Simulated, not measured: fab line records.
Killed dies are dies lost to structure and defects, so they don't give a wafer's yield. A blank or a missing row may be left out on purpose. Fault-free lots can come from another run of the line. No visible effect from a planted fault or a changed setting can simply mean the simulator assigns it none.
Problem report, 8D (eight disciplines) form, completed by code    flow n5-finfet    the parts of the form that need people (team, actions taken, sign-off) are left out

== 1. THE PROBLEM ==
Wafers without a fault read 308.4 s, standard deviation 0.5; run-length-s at N5_BEOL_M12_ETCH_68 reads a mean of 321.1 s on 3 wafers belonging to 3 lots. Measured from the usual mean, that is +25 standard deviations.
The step: etches SOC in N2/H2, time 285 s.
The first sign was on wafer L466.5 at day 13 17:16, on rie-diel-02. Wafers with a number at this step in the record: 18, from 7 lots. By rule, "out" or "out of limits" means more than 4 standard deviations away from the usual mean. All remaining wafers that have a number are taken as sound.

== 2. WHAT IT IS; WHAT IT IS NOT ==
question                     is                      is not
which readings at this step  run-length-s            drypump-motor-current-A, oes-product-au, rf-vpp-V, showerhead-plenum-p-Torr, throttle-valve-pct
which lots                   L464, L465, L466        L462, L472, L475, L478
which wafers of those lots   L464.5, L465.1, L466.5  L464.2, L465.3, L466.3
read on which tools          rie-diel-02             rie-diel-03, rie-diel-06
when                         from day 13 17:16       up to then (4 sound wafers); but 11 sound wafers of L464, L465, L472, L475, L478 came after

== 3. THE SUSPECTS, EACH WITH WHAT RULES IT OUT ==
Counting: any tool at a process step up to the reading remains a suspect provided it ran every lot that is out. Sound lots after the first of them don't rule it out here, since some wafers of a struck lot are sound.
- rie-diel-02 at N5_BEOL_M12_DESCUM_33 (chemistry O2, time 7.9 s): kept. It ran every lot that is out, first L466 (day 13 17:05); its last sound lot up to then is L462 (day 13 06:34).
- rie-diel-02 at N5_BEOL_M12_ETCH_67 (etches SiARC in CF4, target depth 143 nm, time 238.3 s): kept. It ran every lot that is out, first L466 (day 13 17:07); its last sound lot up to then is L462 (day 13 06:35).
- rie-diel-02 at N5_BEOL_M12_ETCH_68 (etches SOC in N2/H2, time 285 s): kept. It ran every lot that is out, first L466 (day 13 17:16); its last sound lot up to then is L462 (day 13 06:44). On those wafers its own readings are out: run-length-s.
- Within rie-diel-02 at N5_BEOL_M12_DESCUM_33: the wafers that are out ran in chambers 0, 1; their sound lot-mates ran in chamber 2.
- Within rie-diel-02 at N5_BEOL_M12_ETCH_67: the wafers that are out ran in chambers 0, 1; their sound lot-mates ran in chamber 2.
- Within rie-diel-02 at N5_BEOL_M12_ETCH_68: the wafers that are out ran in chambers 0, 1; their sound lot-mates ran in chamber 2.
Still standing after the count: rie-diel-02 at N5_BEOL_M12_DESCUM_33, rie-diel-02 at N5_BEOL_M12_ETCH_67, rie-diel-02 at N5_BEOL_M12_ETCH_68.

== 4. THE CAUSE (what the simulator had put in) ==
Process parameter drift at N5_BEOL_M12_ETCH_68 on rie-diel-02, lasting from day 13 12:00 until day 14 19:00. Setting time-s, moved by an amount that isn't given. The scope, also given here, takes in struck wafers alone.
Of the 3 suspects that counting leaves, this tool is one.

== 5. THE CHAIN OF EFFECTS, in route order ==
Each row: a reading where the mean over the struck wafers with a number is more than 3 standard deviations away from the usual. Only readings whose record carries a usual standard deviation are examined. hours: median over the lots of the time between each lot's start at the first step of this table that gives one and its start at this step. sigmas: the change, counted in usual standard deviations.
hours  step                 reading       usual    on struck wafers  change  sigmas
0      N5_BEOL_M12_ETCH_68  run-length-s  308.4 s  321.1             +12.7   +25
It contains these process steps:
- N5_BEOL_M12_ETCH_68: etches SOC in N2/H2, time 285 s.

== 6. HOW IT WOULD HAVE BEEN CAUGHT EARLIER ==
First out-of-limits reading in this record: day 13 17:16, which is 5 hours after fault onset at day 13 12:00.
